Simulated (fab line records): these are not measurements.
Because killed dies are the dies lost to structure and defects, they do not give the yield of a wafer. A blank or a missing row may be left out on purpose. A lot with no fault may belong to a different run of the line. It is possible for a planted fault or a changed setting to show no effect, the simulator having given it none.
The tool behind it: which one? ; flow nand_harc ; 15 lots, 42 wafers sampled, at 4 steps of a route of 1302

WHAT EACH GAUGE READ, for each wafer
NHARC_A_ONON_D2_THK_MEAS_02: measures by ellipsometry. Usual: thk_nm 1003 nm, standard deviation 7.7.
lot;measured;on;thk_nm (nm);flag
L156;day 12 15:50;film_metro-01;1005 1004 1004;
L157;day 12 21:22;film_metro-02;995 997 994;
L158;day 12 21:23;film_metro-01;998 1000 999;
L160;day 13 20:23;film_metro-02;988 987 986;
L159;day 13 20:31;film_metro-02;1011 1012 1010;
L161;day 14 13:18;film_metro-02;1008 1008 1009;
L163;day 15 06:58;film_metro-02;990 991 991;
L162;day 15 06:59;film_metro-02;1010 1011 1011;
L165;day 16 04:28;film_metro-02;1079 1078;OFF
L166;day 17 05:43;film_metro-02;1083 1084;OFF
L167;day 17 06:15;film_metro-02;1010 1088;OFF
L175;day 20 12:02;film_metro-02;994 994 994;
L176;day 20 12:04;film_metro-02;1002 1001 1004;
L178;day 22 01:34;film_metro-02;1018 1019 1018;
L177;day 22 01:36;film_metro-02;1012 1010 1013;

TOOL THAT RAN EACH LOT (tool first, then ch and the chambers of the sampled wafers, then the start)
lot;NHARC_A_CHANNEL_FILL_D1_STRIP_28;NHARC_A_DECK1_JOINT_CMP_13;NHARC_A_ONON_D2_DEP_00
L156;rie_diel-10 ch 0,1,3, day 10 00:22;cmp-01 ch 1,2,3, day 11 11:06;pecvd_onon-02 ch 0, day 12 15:19
L157;rie_diel-02 ch 0,2, day 10 10:04;cmp-02 ch 1,3, day 11 20:50;pecvd_onon-02 ch 0, day 12 20:52
L158;rie_diel-09 ch 2,3, day 10 10:08;cmp-01 ch 0,3, day 11 20:50;pecvd_onon-03 ch 0, day 12 20:59
L160;rie_diel-09 ch 1,2,3, day 11 06:59;cmp-02 ch 0,2,3, day 12 16:52;pecvd_onon-03 ch 0, day 13 19:52
L159;rie_diel-02 ch 0,2,3, day 11 07:00;cmp-03 ch 0,2,3, day 12 16:55;pecvd_onon-02 ch 0, day 13 20:10
L161;rie_diel-10 ch 1,2,3, day 11 20:50;cmp-02 ch 1,2,3, day 13 06:50;pecvd_onon-03 ch 0, day 14 12:55
L163;rie_diel-09 ch 0,3, day 12 21:32;cmp-02 ch 0,2, day 14 07:14;pecvd_onon-03 ch 0, day 15 06:28
L162;rie_diel-02 ch 0,2,3, day 12 21:34;cmp-03 ch 0,1, day 14 07:12;pecvd_onon-01 ch 0, day 15 06:35
L165;rie_diel-09 ch 1,2, day 13 20:04;cmp-03 ch 0,1, day 15 05:58;pecvd_onon-03 ch 0, day 16 04:11
L166;rie_diel-10 ch 2,3, day 14 09:53;cmp-01 ch 0,3, day 15 22:34;pecvd_onon-03 ch 0, day 17 05:26
L167;rie_diel-09 ch 3, day 14 21:20;cmp-02 ch 0,2, day 16 07:34;pecvd_onon-03 ch 0, day 17 05:51
L175;rie_diel-09 ch 1,2, day 17 20:15;cmp-03 ch 1,3, day 19 11:45;pecvd_onon-03 ch 0, day 20 11:35
L176;rie_diel-02 ch 1,3, day 17 20:16;cmp-02 ch 1,2, day 19 11:45;pecvd_onon-02 ch 0, day 20 11:40
L178;rie_diel-10 ch 0,1,2, day 19 06:29;cmp-01 ch 2,3, day 20 17:24;pecvd_onon-03 ch 0, day 22 01:03
L177;rie_diel-09 ch 0,1,2, day 19 06:30;cmp-03 ch 0,1, day 20 17:23;pecvd_onon-02 ch 0, day 22 01:13
- NHARC_A_CHANNEL_FILL_D1_STRIP_28: strips in O2, time 20 s.
- NHARC_A_DECK1_JOINT_CMP_13: polishes, target thk 51.023 nm.
- NHARC_A_ONON_D2_DEP_00: target thk 1000 nm.

AS READ BY THE TOOLS THEMSELVES (means over the sampled wafers that have a number; for cases with no such wafer, the mark the record gives instead)
NHARC_A_CHANNEL_FILL_D1_STRIP_28. Usual: drypump_motor_current_A 5.6 A, standard deviation 0.49; oes_product_au 0.999 a.u., standard deviation 0.012; rf_vpp_V 57.8 V, standard deviation 0.84; showerhead_plenum_p_Torr 3.54 Torr, standard deviation 0.15; throttle_valve_pct 17.035 %, standard deviation 0.0087.
lot;tool;drypump_motor_current_A (A);oes_product_au (a.u.);rf_vpp_V (V);showerhead_plenum_p_Torr (Torr);throttle_valve_pct (%);flag
L156;rie_diel-10;5.8;1.005;57.4;3.46;17.032;
L157;rie_diel-02;5.2;1.011;58.0;3.68;17.041;
L158;rie_diel-09;6.1;0.998;57.3;3.41;17.034;
L160;rie_diel-09;5.9;1.002;57.1;3.53;17.036;
L159;rie_diel-02;5.2;0.997;56.8;3.67;17.037;
L161;rie_diel-10;5.8;0.999;57.7;3.56;17.036;
L163;rie_diel-09;5.4;1.007;57.6;3.54;17.041;
L162;rie_diel-02;5.2;0.992;57.2;3.67;17.039;
L165;rie_diel-09;6.0;0.994;56.7;3.47;17.040;
L166;rie_diel-10;5.8;0.996;57.7;3.59;17.035;
L167;rie_diel-09;5.6;1.003;57.8;3.63;17.034;
L175;rie_diel-09;6.0;0.996;57.4;3.53;17.030;
L176;rie_diel-02;5.6;0.988;57.5;3.60;17.042;
L178;rie_diel-10;5.4;1.004;57.8;3.58;17.032;
L177;rie_diel-09;5.7;0.989;57.1;3.44;17.041;

NHARC_A_DECK1_JOINT_CMP_13. Usual: motor_current_A 12.2 A, standard deviation 1.1; time_to_endpoint_s 9 s, standard deviation 3.6.
lot;tool;motor_current_A (A);time_to_endpoint_s (s);flag
L156;cmp-01;12.1;6;
L157;cmp-02;12.0;14;
L158;cmp-01;11.3;10;
L160;cmp-02;13.3;8;
L159;cmp-03;11.7;10;
L161;cmp-02;12.7;12;
L163;cmp-02;14.2;11;
L162;cmp-03;10.9;7;
L165;cmp-03;11.7;7;
L166;cmp-01;11.3;8;
L167;cmp-02;14.1;10;
L175;cmp-03;12.0;9;
L176;cmp-02;13.4;13;
L178;cmp-01;12.1;6;
L177;cmp-03;11.3;7;

THE ANSWER, worked out from the rows above alone
Rule: take the mean of a lot's wafers that have a number; if it is more than 3 standard deviations from the usual mean, the lot is off. A lot without any number at a reading at which 4 lots or more have one is off too. The other lots that the step has rows for count as sound. First the gauges in route order, then the tools' own readings, where a lot's mean is used as printed above. At the first step where some lot is off, the reading lying furthest off is the one used; lots without a number count as furthest.
Off at NHARC_A_ONON_D2_THK_MEAS_02 (thk_nm): L165, L166, L167.
If a tool, at a process step before that reading, ran all the lots that are off and no sound lot after the first of them, it fits. The gauges at NHARC_A_ONON_D2_THK_MEAS_02 are tried like those tools. Of those tried, none fits.

WHAT HAD BEEN PUT IN BY THE SIMULATOR
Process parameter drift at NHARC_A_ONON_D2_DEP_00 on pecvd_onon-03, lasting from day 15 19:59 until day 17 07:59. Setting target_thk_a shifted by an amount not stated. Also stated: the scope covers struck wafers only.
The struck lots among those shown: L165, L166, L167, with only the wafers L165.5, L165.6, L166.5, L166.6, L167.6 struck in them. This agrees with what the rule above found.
